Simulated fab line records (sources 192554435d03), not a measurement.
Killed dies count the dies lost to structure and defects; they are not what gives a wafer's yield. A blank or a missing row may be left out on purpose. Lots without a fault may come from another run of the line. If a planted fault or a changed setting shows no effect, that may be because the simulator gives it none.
Chamber matching    flow n5 finfet    N5_BEOL_M0_SAQP_SPACER1_ETCHBACK_99 on rie diel-02 has 4 sister chambers
The step etches SiO2 in CHF3/O2, target depth 15.4 nm, time 7.7 s. 4 wafers are shown with their chamber, then 9 later ones without.

WAFERS WITH THEIR CHAMBER
wafer   chamber  showerhead plenum p Torr (Torr)
L086.3  1        2.46
L087.1  2        2.51
L087.2  3        2.58
L087.5  0        2.44

WAFERS MISSING THEIR CHAMBER
wafer   showerhead plenum p Torr (Torr)
L091.1  2.58
L091.2  2.44
L091.4  2.51
L076.2  2.58
L076.3  2.50
L076.5  2.45
L094.4  2.50
L094.5  2.50
L094.6  2.45

WHICH CHAMBER EACH WENT THROUGH
wafer   from the rows above      in truth
L091.1  3                        3
L091.2  0                        0
L091.4  2                        2
L076.2  3                        3
L076.3  2                        2
L076.5  can't be placed: 1 or 0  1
L094.4  2                        2
L094.5  2                        2
L094.6  can't be placed: 1 or 0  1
Placed correctly: 7 of 9. Unplaceable from these rows: 2, with the true chamber sitting among the candidates in 2. Placed wrongly: 0.
How it was worked out, from the rows above alone: a wafer's distance from a chamber is the root of the sum, over the readings, of the square of ((its reading less the chamber's mean) divided by the reading's scatter). The wafer belongs to the nearest chamber; if the next one is less than 2 further off, it can't be placed. The mean given for a chamber averages the wafers shown for that chamber. The scatter: with one shown wafer a chamber, the root of the mean of the squares of how far each hidden wafer lies from its nearest shown one.
